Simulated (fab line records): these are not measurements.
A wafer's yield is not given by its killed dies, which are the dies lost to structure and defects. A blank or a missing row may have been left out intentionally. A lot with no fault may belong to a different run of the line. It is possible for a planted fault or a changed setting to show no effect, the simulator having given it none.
fab line records ; flow n5-finfet
record lots=9; wafers=25; last-day=21
route steps=1938 shown DUMMY_REMOVAL@377 HKMG_FIN@386 BEOL_M4@1111 PASSIVATION@1936
lots that met no fault: from a run of the same line without faults
start-h: hours from the record's first day to the start of the lot's first wafer shown ; wait-h: hours elapsed since this lot's preceding step ; " identical to the entry in the row above ; L1.1+2: a single row standing in for several wafers ; - no value, or no start given ; * or withheld: withheld ; < > ~ a bound
route shown NAME@n: names a module that has steps shown in the file, with the first one's number in the route ; usual: average and standard deviation across the fault-free wafers ; same: alike in all rows ; chamber/n: place in a boat ; sites: per-site readings ; _std_site: the values' standard deviation ; _edge_site: mean of outer sites minus mean of inner sites ; radius-mm: for every site, how far away it sits from the centre of the wafer ; mask NAME#n: copy n ; behind: the tool/chamber that last shaped the wafer ; hold: cause of the lot's hold/its duration in hours/its outcome ; device: which transistor (n, p or np) failed to switch ; end of line: tests run on the same wafers once the route is complete ; a step without rows: its recipe alone ; killed: at the first sort, the dies lost to defects and structure; wafer yield is something else ; map: a wafer's dies, x killed, . not, _ none there
set.NAME: the setting the step ran with; set.NAME@STEP: the setting that earlier step ran with ; model.NAME: the simulator's own value behind a step, which no gauge read
route steps across a sampled set of lots; one table per step, one row per wafer
services: a tool's chamber out of use, with start hour (start-h, from the record's first day; less than 0 if before it), hours out, and reason
## steps
# step N5_DUMMY_REMOVAL_HM_STRIP_01
# recipe chemistry=CH3F/O2; material=SiNx; target-depth-a=40; stop-on=poly-Si; time-s=6.8; over-etch-frac=0.3; ion-energy-ev=60; power-w=410; bias-w=29; Ar_flow_sccm=150; CH3F_flow_sccm=30; O2_flow_sccm=20
# usual bias-w=29.00/0.084; drypump-motor-current-A=5.6/0.44; mfc-ar-sccm=150.0/0.45; oes-product-au=0.62/0.047; rf-vpp-V=127.5/1; showerhead-plenum-p-Torr=2.01/0.08; throttle-valve-pct=16.38/0.22
lot.wafer;tool;chamber;start-h;wait-h;bias-w;drypump-motor-current-A;mfc-ar-sccm;oes-product-au;rf-hours-counter-h;rf-vpp-V;showerhead-plenum-p-Torr;throttle-valve-pct
L870.1;rie-diel-06;2;68.26;0.1;29.16;5.5;150.2;0.60;186;127.3;2.00;16.31
L870.4;rie-diel-06;3;68.26;0.1;29.03;6.1;149.5;0.56;234;127.2;2.06;16.67
L870.6;rie-diel-06;2;68.26;0.1;29.11;5.6;149.8;0.61;-;127.3;2.00;16.31
L875.4;rie-diel-05;3;101.89;0.0;29.00;5.8;149.8;0.62;149;127.6;1.91;16.20
L875.5;rie-diel-05;2;101.89;0.0;29.00;6.1;150.2;0.64;-;129.2;2.12;16.22
L875.6;rie-diel-05;1;101.89;0.0;29.07;5.6;149.9;0.60;-;129.6;2.08;16.51
L876.2;rie-diel-02;0;107.00;0.0;29.11;4.8;149.9;0.58;213;126.5;1.89;16.73
L876.4;rie-diel-02;1;107.00;0.0;29.03;6.4;150.3;0.69;61;127.9;2.11;16.14
L876.5;rie-diel-02;0;107.00;0.0;28.99;4.8;150.0;0.58;-;125.6;1.89;16.72
L884.2;rie-diel-06;2;151.79;0.0;29.00;5.6;150.0;0.60;203;127.4;2.00;16.36
L884.6;rie-diel-06;1;151.79;0.0;28.94;5.5;148.7;0.68;-;129.0;2.09;15.91
L887.3;rie-diel-05;0;171.69;0.2;29.12;5.0;149.2;0.60;165;126.9;1.91;16.40
L887.4;rie-diel-05;1;171.69;0.2;28.97;5.5;150.0;0.59;194;127.4;2.08;16.53
L888.2;rie-diel-06;0;179.00;0.2;29.05;5.8;150.1;0.64;128;127.2;2.00;16.51
L888.3;rie-diel-06;2;179.00;0.2;29.02;5.5;150.5;0.59;217;128.0;1.99;16.35
L888.5;rie-diel-06;0;179.00;0.2;28.91;5.8;150.1;0.64;-;128.5;2.00;16.50
L889.2;rie-diel-05;3;183.16;0.2;28.91;5.7;149.4;0.60;169;127.7;1.91;16.25
L889.3;rie-diel-05;0;183.16;0.2;28.91;5.0;149.8;0.59;172;126.7;1.91;16.42
L889.6;rie-diel-05;1;183.16;0.2;29.13;5.6;149.9;0.59;-;126.8;2.07;16.55
L890.2;rie-diel-05;0;194.86;0.0;29.15;5.0;150.2;0.59;178;125.6;1.91;16.45
L890.3;rie-diel-05;3;194.86;0.0;29.01;5.7;150.9;0.60;170;126.6;1.91;16.24
L890.4;rie-diel-05;2;194.86;0.0;28.95;6.1;151.0;0.63;130;129.6;2.11;16.27
L892.1;rie-diel-06;1;201.60;0.1;29.07;5.5;150.5;0.66;88;129.0;2.08;15.95
L892.2;rie-diel-06;3;201.60;0.1;29.04;6.1;149.6;0.77;7;126.7;2.05;16.21
L892.5;rie-diel-06;0;201.60;0.1;29.04;5.8;150.6;0.62;-;127.7;2.00;16.53
# step N5_HKMG_FIN_HK_ALD_01
# recipe material=HfO2; target-thk-a=16; temp-c=withheld; ald-precursor-family=HfCl4; ald-co-reactant=H2O; pulse-time-s=3; purge-time-s=3; co-reactant-purge-time-s=2.5; co-reactant-pulse-time-s=0.3; ald-cycles=30
# usual precursor-pulse-height-rel=0.999/0.022
# same co-reactant-purge-time-s=2.5
lot.wafer;tool;chamber;start-h;wait-h;precursor-pulse-height-rel
L870.1;ald-hk-01;2;68.81;0.0;0.949
L870.4;ald-hk-01;1;68.81;0.0;0.999
L870.6;ald-hk-01;0;68.81;0.0;1.004
L875.4;ald-hk-03;3;102.44;0.0;1.046
L875.5;ald-hk-03;0;102.44;0.0;0.987
L875.6;ald-hk-03;3;102.44;0.0;1.016
L876.2;ald-hk-01;0;107.56;0.0;1.011
L876.4;ald-hk-01;2;107.56;0.0;1.005
L876.5;ald-hk-01;2;107.56;0.0;1.019
L884.2;ald-hk-03;3;152.36;0.0;0.990
L884.6;ald-hk-03;0;152.36;0.0;0.977
L887.3;ald-hk-02;3;172.27;0.0;0.974
L887.4;ald-hk-02;1;172.27;0.0;1.017
L888.2;ald-hk-03;1;179.55;0.0;1.006
L888.3;ald-hk-03;3;179.55;0.0;1.027
L888.5;ald-hk-03;3;179.55;0.0;0.996
L889.2;ald-hk-02;1;183.71;0.0;0.997
L889.3;ald-hk-02;2;183.71;0.0;0.988
L889.6;ald-hk-02;1;183.71;0.0;1.057
L890.2;ald-hk-02;0;195.45;0.0;1.001
L890.3;ald-hk-02;2;195.45;0.0;1.035
L890.4;ald-hk-02;3;195.45;0.0;0.971
L892.1;ald-hk-03;1;202.29;0.0;0.997
L892.2;ald-hk-03;3;202.29;0.0;1.009
L892.5;ald-hk-03;1;202.29;0.0;1.000
# step N5_HKMG_FIN_ALD_75
# recipe material=Al2O3; target-thk-a=10; temp-c=150; ald-precursor-family=TMA; ald-co-reactant=H2O; pulse-time-s=withheld; co-reactant-pulse-time-s=1
# usual heater-power-w=148/17; precursor-pulse-height-rel=1.003/0.021
lot.wafer;tool;chamber;start-h;wait-h;heater-power-w;precursor-pulse-height-rel
L870.1;ald-hk-03;1;69.35;0.0;159;1.004
L870.4;ald-hk-03;2;69.35;0.0;141;1.000
L870.6;ald-hk-03;0;69.35;0.0;183;1.028
L875.4;ald-hk-02;1;102.92;0.0;163;0.978
L875.5;ald-hk-02;3;102.92;0.0;126;1.030
L875.6;ald-hk-02;2;102.92;0.0;121;1.023
L876.2;ald-hk-03;2;108.04;0.0;143;0.999
L876.4;ald-hk-03;0;108.04;0.0;184;0.977
L876.5;ald-hk-03;0;108.04;0.0;181;1.012
L884.2;ald-hk-02;0;153.05;0.0;128;1.007
L884.6;ald-hk-02;3;153.05;0.0;128;0.963
L887.3;ald-hk-02;2;172.75;0.0;126;1.024
L887.4;ald-hk-02;0;172.75;0.0;131;1.009
L888.2;ald-hk-03;0;180.14;0.0;183;1.036
L888.3;ald-hk-03;1;180.14;0.0;153;1.011
L888.5;ald-hk-03;3;180.14;0.0;138;1.003
L889.2;ald-hk-03;3;184.19;0.0;137;0.972
L889.3;ald-hk-03;0;184.19;0.0;180;0.995
L889.6;ald-hk-03;1;184.19;0.0;157;1.013
L890.2;ald-hk-01;3;196.01;0.1;143;0.991
L890.3;ald-hk-01;1;196.01;0.1;158;1.020
L890.4;ald-hk-01;0;196.01;0.1;165;0.996
L892.1;ald-hk-01;1;202.81;0.0;157;1.028
L892.2;ald-hk-01;0;202.81;0.0;158;1.042
L892.5;ald-hk-01;3;202.81;0.0;146;1.025
# step N5_HKMG_FIN_ETCH_58
# recipe chemistry=N2/H2; target=SOC; target-depth-a=2158; ion-energy-ev=50; bias-w=13; time-s=741; pressure-mtorr=30; source-w=875; n2-flow-sccm=200; h2-flow-sccm=200
# usual bias-w=13.00/0.041; drypump-motor-current-A=5.68/0.2; oes-product-au=0.77/0.074; rf-vpp-V=99.2/0.95; run-length-s=764.3/0.53; showerhead-plenum-p-Torr=2.54/0.086; throttle-valve-pct=17.86/0.22
lot.wafer;tool;chamber;start-h;wait-h;bias-w;drypump-motor-current-A;oes-product-au;rf-hours-counter-h;rf-vpp-V;run-length-s;showerhead-plenum-p-Torr;throttle-valve-pct
L870.1;rie-diel-03;2;70.21;0.0;13.01;5.92;0.77;135;99.3;763.8;2.65;17.75
L870.4;rie-diel-03;3;70.21;0.0;13.00;5.65;0.81;-;98.7;763.8;2.43;17.48
L870.6;rie-diel-03;2;70.21;0.0;13.01;5.97;0.77;-;100.6;764.0;2.65;17.74
L875.4;rie-diel-03;1;104.06;0.2;12.96;5.77;0.82;-;101.3;764.6;2.45;17.84
L875.5;rie-diel-03;2;104.06;0.2;12.96;5.99;0.75;-;99.7;764.0;2.65;17.76
L875.6;rie-diel-03;0;104.06;0.2;12.99;5.53;0.74;-;99.4;764.1;2.51;17.68
L876.2;rie-diel-04;2;108.89;0.0;12.97;5.42;0.70;211;99.6;764.1;2.64;17.99
L876.4;rie-diel-04;0;108.89;0.0;13.06;5.86;0.70;245;99.4;765.2;2.49;18.08
L876.5;rie-diel-04;2;108.89;0.0;13.00;5.44;0.70;-;99.9;764.0;2.64;17.98
L884.2;rie-diel-03;0;153.90;0.0;-;5.57;0.72;190;99.0;431.7;2.50;17.71
L884.6;rie-diel-03;0;153.90;0.0;13.03;5.57;0.72;-;99.6;764.3;2.50;17.67
L887.3;rie-diel-03;2;173.61;0.0;13.03;5.92;0.73;166;100.0;763.8;2.64;17.79
L887.4;rie-diel-03;1;173.61;0.0;-;5.78;0.81;106;98.5;432.3;2.45;17.89
L888.2;rie-diel-03;3;180.99;0.0;-;5.66;0.79;127;96.9;431.6;2.42;17.53
L888.3;rie-diel-03;2;180.99;0.0;12.98;5.99;0.73;169;100.1;764.2;2.64;17.81
L888.5;rie-diel-03;3;180.99;0.0;13.03;5.66;0.78;-;98.8;763.6;2.42;17.51
L889.2;rie-diel-01;1;185.05;0.0;13.00;5.56;0.84;68;100.4;763.7;2.68;17.87
L889.3;rie-diel-01;0;185.05;0.0;12.97;5.74;0.83;90;99.9;764.5;2.47;17.73
L889.6;rie-diel-01;2;185.05;0.0;13.00;5.65;0.73;-;99.6;763.4;2.55;18.30
L890.2;rie-diel-04;3;196.94;0.0;12.98;5.25;0.72;173;99.9;764.5;2.64;18.21
L890.3;rie-diel-04;2;196.94;0.0;12.94;5.40;0.68;244;98.8;764.1;2.63;18.03
L890.4;rie-diel-04;1;196.94;0.0;12.99;5.94;0.98;8;98.4;764.4;2.50;17.64
L892.1;rie-diel-04;1;203.67;0.0;13.00;5.94;0.95;10;97.7;764.4;2.50;17.64
L892.2;rie-diel-04;0;203.67;0.0;12.96;5.90;0.93;23;99.2;764.8;2.48;17.69
L892.5;rie-diel-04;1;203.67;0.0;13.04;5.93;0.97;-;99.4;764.7;2.50;17.66
# step N5_BEOL_M4_RC_MEAS_101
# usual DIBL_N=36.1/2.3; DIBL_P=36/3.2; IOFF_N=0.16/0.045; IOFF_N_85C=3.2/0.72; IOFF_N_LIN=0.076/0.016; IOFF_N_LONG=5.56e-05/2.4e-06; IOFF_P=0.21/0.049; ION_N=674/14; ION_P=462/8.4; SS_N=71.6/0.83; SS_P=73.2/0.87; VT_N=249/3.8; VT_N_LONG=274.7/2; VT_P=-250/3.4; VT_P_LVT=-99/3
lot.wafer;tool;chamber;start-h;wait-h;DIBL_N[mV/V];DIBL_P[mV/V];IOFF_N[nA/um];IOFF_N_85C[nA/um];IOFF_N_LIN[nA/um];IOFF_N_LONG[nA/um];IOFF_P[nA/um];ION_N[uA/um];ION_P[uA/um];SS_N[mV/dec];SS_P[mV/dec];VT_N[mV];VT_N_LONG[mV];VT_P[mV];VT_P_LVT[mV]
L870.1;prober-02;0;236.98;0.3;35.1;34;0.13;2.6;0.066;5.46e-05;0.21;659;461;70.7;72.9;250;273.6;-249;-98
L870.4;prober-02;0;236.98;0.3;39.1;39;0.20;3.8;0.090;5.43e-05;0.28;675;466;72.3;73.6;248;277.5;-246;-96
L870.6;prober-02;0;236.98;0.3;37.9;37;0.18;3.4;0.083;5.52e-05;0.25;673;465;71.7;73.7;248;277.3;-245;-97
L876.2;prober-02;0;277.70;0.2;35.9;36;0.16;3.2;0.076;5.72e-05;0.18;671;449;71.5;74.0;248;275.5;-250;-103
L876.4;prober-02;0;277.70;0.2;31.9;31;0.10;2.2;0.054;5.76e-05;0.13;663;451;69.7;72.0;252;272.9;-256;-105
L876.5;prober-02;0;277.70;0.2;35.3;34;0.16;3.2;0.075;5.81e-05;0.17;670;453;70.8;72.7;246;270.9;-255;-102
L875.4;prober-02;0;289.33;0.5;37.0;38;0.19;3.6;0.085;5.63e-05;0.25;671;455;72.0;73.9;246;271.9;-247;-97
L875.5;prober-02;0;289.33;0.5;38.4;39;0.20;3.8;0.089;5.62e-05;0.25;679;465;72.7;74.4;249;271.7;-249;-98
L875.6;prober-02;0;289.33;0.5;36.7;37;0.19;3.6;0.085;5.85e-05;0.23;683;464;72.6;73.6;250;274.0;-249;-98
L884.2;prober-02;0;347.82;0.2;36.9;34;31.55;269.5;15.020;0.010481;0.20;964;470;70.9;72.9;98;124.2;-247;-180
L884.6;prober-02;0;347.82;0.2;39.8;37;0.22;4.2;0.097;5.88e-05;0.24;688;465;71.8;73.6;243;271.9;-247;-96
L887.3;prober-01;0;355.20;0.3;34.4;36;0.14;2.7;0.066;5.26e-05;0.16;672;458;71.9;72.9;251;273.8;-255;-104
L887.4;prober-01;0;355.20;0.3;35.0;37;28.41;243.0;13.489;0.0095834;0.19;952;466;72.0;73.1;102;125.8;-256;-181
L888.2;prober-02;0;355.66;0.2;36.0;35;30.17;247.6;14.306;0.010063;0.22;932;460;71.3;72.8;99;123.2;-247;-178
L888.3;prober-02;0;355.66;0.2;34.3;33;0.15;2.8;0.073;5.85e-05;0.20;670;459;71.2;72.3;248;273.4;-248;-98
L888.5;prober-02;0;355.66;0.2;38.8;39;0.24;4.4;0.110;5.88e-05;0.29;688;464;72.0;73.4;243;270.1;-247;-94
L890.2;prober-02;0;358.83;0.2;37.6;38;0.17;3.3;0.081;5.42e-05;0.20;673;458;71.3;73.8;248;275.1;-252;-99
L890.3;prober-02;0;358.83;0.2;39.2;41;0.21;3.9;0.096;5.4e-05;0.28;674;466;72.2;75.1;249;276.1;-249;-96
L890.4;prober-02;0;358.83;0.2;36.5;37;0.15;2.9;0.070;5.45e-05;0.20;675;462;71.2;73.9;248;276.5;-254;-99
L892.1;prober-02;0;364.44;0.0;39.9;39;0.22;4.0;0.098;5.29e-05;0.24;707;474;72.3;74.2;244;276.6;-250;-98
L892.2;prober-02;0;364.44;0.0;36.0;34;0.14;2.7;0.067;5.13e-05;0.17;661;450;70.8;73.0;250;276.8;-252;-103
L892.5;prober-02;0;364.44;0.0;35.4;33;0.13;2.6;0.064;5.25e-05;0.17;670;460;70.4;72.0;251;277.8;-248;-102
L889.2;prober-01;0;388.49;0.2;35.1;37;0.15;2.9;0.072;5.4e-05;0.23;659;460;71.3;73.8;250;276.0;-250;-99
L889.3;prober-01;0;388.49;0.2;36.6;38;0.19;3.5;0.084;5.54e-05;0.23;682;457;72.4;73.2;248;273.7;-250;-99
L889.6;prober-01;0;388.49;0.2;35.3;37;0.15;2.9;0.067;5.49e-05;0.21;665;454;71.9;73.4;252;275.1;-250;-101
# step N5_PASSIVATION_PROBE_49
# usual defect-limited-yield=90.9/1.6; killed_at_M0_to_M3=37/11; killed_at_M4_up=15/5.6; killed-at-contacts=13/6.4; killed-at-front-end=39/11; killed-at-other=4/3.1; killed-dies=107/19; killed-open=71/14; killed-short=34/7.8; sort_bin_4_leakage=0.01/0.053; sort_bin_5_function=5.3/1; sort_bin_6_memory=3.4/0.72; sort_bin_8_speed=0.0/0.42; sort-n-pass=1072/20; sort-yield-pct=90.9/1.7
# same gross-dies=1180; killed-at-back-side=0
lot.wafer;tool;chamber;start-h;wait-h;defect-limited-yield[%];killed_at_M0_to_M3;killed_at_M4_up;killed-at-contacts;killed-at-front-end;killed-at-other;killed-dies;killed-open;killed-short;sort_bin_4_leakage[%];sort_bin_5_function[%];sort_bin_6_memory[%];sort_bin_8_speed[%];sort-n-pass;sort-yield-pct[%]
L884.2;prober-02;-;469.07;0.1;92.3;28;9;5;49;0;91;72;18;92.29;4.1;3.1;0;0;0
L884.6;prober-02;-;469.27;0.3;91.7;35;14;4;38;7;98;65;30;0;4.7;3.2;0;1082;91.7
L887.3;prober-01;-;473.93;0.1;91.9;26;18;11;34;6;95;62;31;0;5.0;3.0;0;1085;91.9
L887.4;prober-01;-;473.98;0.2;90.9;38;16;14;34;5;107;81;25;90.93;5.3;3.5;0;0;0
L888.2;prober-02;-;491.57;0.1;91.0;26;17;9;51;3;106;64;40;91.02;5.3;3.4;0;0;0
L888.3;prober-02;-;491.62;0.1;89.7;29;25;14;52;1;121;81;35;0;5.8;4.2;0;1059;89.7
L888.5;prober-02;-;491.72;0.2;91.4;36;15;11;37;3;102;68;33;0;5.3;3.2;0;1078;91.4
# killed by level:class
L884.2 STI_FIN_REVEAL:geometric-particle:open=15 BEOL_M3:geometric-particle:open=13 DUMMY_GATE:geometric-particle:open=8 FIN_SAQP:geometric-particle:open=6 MOL_CONTACT_COAG:geometric-particle:open=5 BEOL_M1:geometric-particle:open=5 BEOL_M4:geometric-particle:open=5 DUMMY_GATE:geometric-particle:short=4
L884.6 STI_FIN_REVEAL:geometric-particle:open=9 BEOL_M1:geometric-particle:open=9 DUMMY_GATE:geometric-particle:open=8 BEOL_M4:geometric-particle:open=7 FIN_SAQP:geometric-particle:short=6 BEOL_M3:geometric-particle:open=6 BEOL_M0_SAQP:geometric-particle:open=5 BEOL_M2:geometric-particle:open=4
L887.3 FIN_SAQP:geometric-particle:open=8 STI_FIN_REVEAL:geometric-particle:open=7 GATE_CUT:geometric-particle:short=7 MOL_CONTACT_COAG:geometric-particle:open=7 BEOL_M3:geometric-particle:open=7 BEOL_M0_SAQP:geometric-particle:short=5 BEOL_M4:geometric-particle:open=5 BEOL_M2:geometric-particle:open=4
L887.4 BEOL_M3:geometric-particle:open=12 FIN_SAQP:geometric-particle:open=11 MOL_CONTACT_COAG:geometric-particle:open=11 BEOL_M4:geometric-particle:open=9 STI_FIN_REVEAL:geometric-particle:open=6 BEOL_M0_SAQP:geometric-particle:short=6 BEOL_M2:geometric-particle:open=6 BEOL_M0_SAQP:geometric-particle:open=5
L888.2 FIN_SAQP:geometric-particle:short=12 FIN_SAQP:geometric-particle:open=11 BEOL_M4:geometric-particle:open=10 STI_FIN_REVEAL:geometric-particle:open=9 MOL_CONTACT_COAG:geometric-particle:open=9 BEOL_M1:geometric-particle:open=6 STI_FIN_REVEAL:geometric-particle:short=5 BEOL_M0:geometric-particle:open=4
L888.3 STI_FIN_REVEAL:geometric-particle:open=15 MOL_CONTACT_COAG:geometric-particle:open=10 BEOL_M4:geometric-particle:open=10 FIN_SAQP:geometric-particle:short=9 FIN_SAQP:geometric-particle:open=8 BEOL_M1:geometric-particle:open=7 BEOL_M0_SAQP:geometric-particle:short=5 BEOL_M5:geometric-particle:short=5
L888.5 STI_FIN_REVEAL:geometric-particle:open=11 BEOL_M0_SAQP:geometric-particle:open=11 BEOL_M0_SAQP:geometric-particle:short=8 FIN_SAQP:geometric-particle:open=7 MOL_CONTACT_COAG:geometric-particle:open=6 FIN_SAQP:geometric-particle:short=5 DUMMY_GATE:geometric-particle:open=5 MOL_CONTACT_COAG:geometric-particle:short=5
## services
tool;chamber;start-h;hours;kind
rie-diel-04;-;50.82;2.8;pm
rie-diel-01;0;54.23;13.5;repair
rie-diel-03;0;56.45;17.9;repair
rie-diel-03;3;73.73;36.7;repair
rie-diel-04;3;94.76;1.6;repair
rie-diel-05;-;95.09;0.1;repair
rie-diel-01;-;114.20;2.8;pm
rie-diel-03;2;115.16;18.1;repair
rie-diel-04;0;128.41;-;clean
rie-diel-04;0;128.41;-;consumable-replace:focus-ring
rie-diel-04;0;128.41;18.3;scheduled-down
rie-diel-04;0;128.41;18.3;vent-cycle
rie-diel-06;3;141.41;1.3;repair
rie-diel-04;1;146.94;-;clean
rie-diel-04;1;146.94;-;consumable-replace:focus-ring
rie-diel-04;1;146.94;28.4;scheduled-down
rie-diel-06;3;156.83;2.9;repair
rie-diel-06;3;159.87;-;clean
rie-diel-06;3;159.87;-;consumable-replace:focus-ring
rie-diel-06;3;159.87;22.0;scheduled-down
rie-diel-06;3;159.87;22.0;vent-cycle
rie-diel-02;-;169.40;14.6;pm
rie-diel-05;3;183.44;8.8;repair
rie-diel-02;-;192.18;1.3;repair
## key
first-sign step=N5_HKMG_FIN_ETCH_58; reading=run-length-s; direction=down; sigmas=99+; usual=*; struck=*
effect step=N5_BEOL_M4_RC_MEAS_101; reading=IOFF_N_LONG; direction=up; sigmas=99+; usual=5.56e-05; struck=0.010043
effect step=N5_BEOL_M4_RC_MEAS_101; reading=IOFF_N_LIN; direction=up; sigmas=99+; usual=0.076; struck=14.272
effect step=N5_BEOL_M4_RC_MEAS_101; reading=IOFF_N; direction=up; sigmas=99+; usual=0.16; struck=30.04
effect step=N5_BEOL_M4_RC_MEAS_101; reading=IOFF_N_85C; direction=up; sigmas=99+; usual=3.2; struck=253.3
effect step=N5_BEOL_M4_RC_MEAS_101; reading=VT_N_LONG; direction=down; sigmas=77; usual=274.7; struck=124.4
effect step=N5_BEOL_M4_RC_MEAS_101; reading=VT_N; direction=down; sigmas=39; usual=249; struck=100
effect step=N5_BEOL_M4_RC_MEAS_101; reading=VT_P_LVT; direction=down; sigmas=27; usual=-99; struck=-180
effect step=N5_BEOL_M4_RC_MEAS_101; reading=ION_N; direction=up; sigmas=20; usual=674; struck=949
effect step=N5_PASSIVATION_PROBE_49; reading=sort_bin_4_leakage; direction=up; sigmas=99+; usual=0.01; struck=91.41
met-at N5_HKMG_FIN_ETCH_58
struck-lots L884,L887,L888
struck-wafers L884.2,L887.4,L888.2
not-acting-at N5_DUMMY_REMOVAL_HM_STRIP_01,N5_HKMG_FIN_HK_ALD_01,N5_HKMG_FIN_ALD_75
onset-between 104.06 153.90
fault kind=process-parameter-drift; tool=rie-diel-03; chamber=-; onset-h=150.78; steps=N5_HKMG_FIN_ETCH_58; channel=time-s; offset=*; shape=step; end-h=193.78; scope=struck-wafers-only; acts-in=*; stated=*
